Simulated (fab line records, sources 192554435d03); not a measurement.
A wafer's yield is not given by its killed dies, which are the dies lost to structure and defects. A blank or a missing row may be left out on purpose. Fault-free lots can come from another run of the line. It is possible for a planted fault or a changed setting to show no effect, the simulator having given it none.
Lot-split experiment | flow n5-finfet | 21 wafers read from 7 lots, route of 1938 steps

THE SPLIT ITSELF
At N5_GATE_CUT_COAT_27 (time 60 s, resist thk 10 nm), the setting spin-rpm was moved away from the recipe's 1500 rpm on 8 of the 21 wafers read, by -9.6% to +9.9%. For the rest of the wafers, this setting stayed at what the recipe calls for.

FROM THE SPLIT TO THE READING: what the file shows between them, 3 steps
- N5_GATE_CUT_COAT_07: resist thk 30 nm
- N5_GATE_CUT_EBR_09
- N5_GATE_CUT_DESCUM_18: chemistry O2, time 7 s

THE READING
etch.depth-nm (the simulator's own value, which no gauge read), in nm, at N5_GATE_CUT_ETCH_28 (etches underlayer in N2/H2, target depth 13 nm, time 10.4 s). No usual value for it is given in the file. Across the 13 wafers here that went through the recipe, the average is 9.978 nm and the standard deviation 0.02 nm.

wafer  | tool, chamber at the split | spin-rpm as run, rpm | against the recipe | etch.depth-nm, nm | against lot-mates on the recipe
L076.3 | litho-track-03, 0          | 1500                 | recipe             | 9.991             | -
L076.4 | litho-track-03, 0          | 1500                 | recipe             | 9.958             | -
L076.6 | litho-track-03, 0          | 1389                 | -7.4%              | 10.35             | +0.376
L079.1 | litho-track-03, 0          | 1500                 | recipe             | 9.952             | -
L079.4 | litho-track-03, 0          | 1500                 | recipe             | 9.974             | -
L079.6 | litho-track-03, 0          | 1500                 | recipe             | 9.956             | -
L086.1 | litho-track-05, 0          | 1500                 | recipe             | 9.982             | -
L086.2 | litho-track-05, 0          | 1420                 | -5.3%              | 10.28             | +0.298
L086.3 | litho-track-05, 0          | 1420                 | -5.3%              | 10.29             | +0.308
L091.1 | litho-track-04, 0          | 1356                 | -9.6%              | 10.47             | +0.505
L091.2 | litho-track-04, 0          | 1500                 | recipe             | 9.947             | -
L091.4 | litho-track-04, 0          | 1500                 | recipe             | 9.984             | -
L092.2 | litho-track-03, 0          | 1500                 | recipe             | 9.985             | -
L092.4 | litho-track-03, 0          | 1500                 | recipe             | 9.985             | -
L092.6 | litho-track-03, 0          | 1648                 | +9.9%              | 9.553             | -0.432
L094.1 | litho-track-05, 0          | 1606                 | +7.1%              | 9.65              | -0.339
L094.2 | litho-track-05, 0          | 1500                 | recipe             | 9.984             | -
L094.6 | litho-track-05, 0          | 1500                 | recipe             | 9.995             | -
L096.1 | litho-track-05, 0          | 1433                 | -4.5%              | 10.25             | +0.230
L096.2 | litho-track-05, 0          | 1500                 | recipe             | 10.02             | -
L096.6 | litho-track-05, 0          | 1433                 | -4.5%              | 10.23             | +0.210

THE FIT
A straight line over all 21 wafers: etch.depth-nm changes by -0.0495 nm for each +1% of spin-rpm; r = -0.99; the points scatter about the line by 0.027 nm.
The same after taking each lot's own level away (the mean of its wafers on the recipe; 21 wafers): -0.0494 nm for each +1%; r = -1.00; scatter 0.02 nm.
According to that fit, moving spin-rpm by its largest amount changes the reading by 0.49 nm.
Across the lots, their own levels run from 9.9607 to 10.0200 nm, a range of 3.0 times the standard deviation given above.
The two slopes agree, so the slope changes little with the lot-to-lot level.
Check: for one of the wafers moved furthest among these (+9.9%), held out of the fit, the line's prediction against its lot-mates is -0.505 nm. Against them it came out at -0.432 nm.

OTHER SPLITS APPLIED TO THESE WAFERS
Note: prior to the reading, these wafers also went through further splits. Each is held against what the fit with the lots' levels taken away leaves over:
other split on the same wafers        | wafers away from the commonest value | r with etch.depth-nm (lot level and that fit taken away)
N5_SD_EPI_P_PEB_07 peb-time-s         | 7                                    | -0.23
N5_HKMG_FIN_EXPOSE_46 dose-mj         | 3                                    | -0.17
N5_HKMG_FIN_DEVELOP_48 develop-time-s | 8                                    | +0.47
N5_HKMG_FIN_ETCH_54 source-w          | 6                                    | -0.18
N5_GATE_CUT_ETCH_58 bias-w            | 7                                    | +0.16

THE WHOLE CHAIN: every reading that the file lists as answering this split, in the file's order
step                | what it does                                                | reading                                                                                | change (the file's fit)                | r (the file's)
N5_GATE_CUT_COAT_27 | time 60 s, resist thk 10 nm                                 | underlayer_of_GATE_CUT_COAT_27.thk-nm (the simulator's own value, which no gauge read) | -0.0453 nm for each +1% of the setting | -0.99
N5_GATE_CUT_ETCH_28 | etches underlayer in N2/H2, target depth 13 nm, time 10.4 s | CAR-EUV_of_GATE_CUT_COAT_07.thk-nm (the simulator's own value, which no gauge read)    | +0.0611 nm for each +1% of the setting | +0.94
N5_GATE_CUT_ETCH_28 | etches underlayer in N2/H2, target depth 13 nm, time 10.4 s | etch.depth-nm (the simulator's own value, which no gauge read)                         | -0.0494 nm for each +1% of the setting | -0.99

FILE'S OWN FIT
etch.depth-nm changes by -0.0494 nm for each +1% of spin-rpm, r = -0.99.
